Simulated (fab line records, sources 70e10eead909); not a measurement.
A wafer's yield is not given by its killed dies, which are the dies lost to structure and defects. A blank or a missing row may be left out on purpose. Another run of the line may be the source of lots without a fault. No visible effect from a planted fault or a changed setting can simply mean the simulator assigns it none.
2 desks looking at one fault ; flow nand_harc ; each desk has only its own numbers; what lay behind them comes last

== DESK OF THE TOOL OWNER: pecvd_onon-02 ==
The tool's own readings at NHARC_A_ONON_D1_DEP_03 (target thk 1000 nm): means of the sampled wafers that have a number, for each lot that ran on this tool. Any lot whose mean is over 4 standard deviations away from the usual mean is out of limits and marked OUT; that distance is given in the brackets.
Columns: A = n2_flow_sccm at NHARC_A_ONON_D1_DEP_03, usual 2749 sccm
lot;first seen here;A
L409;day 7 10:08;2751
L410;day 7 10:29;2744
L411;day 8 01:37;2745
L414;day 8 23:21;2751
L426;day 12 02:30;2747
L429;day 12 18:10;2740
L432;day 13 21:28;2748
Finding of this desk: none of the 7 lots has anything out of limits.

== FROM THE METROLOGY DESK ==
Lot by lot, what the gauges showed, no matter which tool ran the lot: averages of those sampled wafers that carry a number. Any lot whose mean is over 4 standard deviations away from the usual mean is out of limits and marked OUT; that distance is given in the brackets.
Columns: A = thk_nm at NHARC_A_ONON_D1_THK_MEAS_05, usual 1001 nm
lot;first seen here;A
L409;day 7 10:35;983
L410;day 7 10:56;991
L411;day 8 02:08;483 (-52) OUT
L414;day 8 23:41;494 (-51) OUT
L423;day 11 00:07;1006
L421;day 11 00:10;1006
L425;day 11 10:19;1001
L426;day 12 03:01;1008
L428;day 12 03:01;1001
L429;day 12 18:37;1003
L431;day 12 18:37;996
L430;day 12 18:38;1023
L432;day 13 21:52;1010
This desk finds L411, L414 out of limits, L411 being first, at day 8 02:08 (thk_nm at NHARC_A_ONON_D1_THK_MEAS_05). L409, L410, L423, L421, L425, L426, L428, L429, L431, L430, L432 stayed within limits.

== PUT TOGETHER ==
Metrology desk: alarm possible at day 8 02:08 on L411, L414.
The desk of the tool owner found nothing out of limits.
The tool owner's desk has L411, L414 on record, within its limits.
NHARC_A_ONON_D1_DEP_03 was run on pecvd_onon-02 by each of the lots named.

== WHAT THE SIMULATOR HAD INSERTED ==
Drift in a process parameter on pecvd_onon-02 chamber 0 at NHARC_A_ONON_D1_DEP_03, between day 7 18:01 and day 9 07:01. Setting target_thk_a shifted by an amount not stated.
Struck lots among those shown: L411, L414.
Hours from the fault's start to each desk's first reading out of limits: the metrology desk, 8.
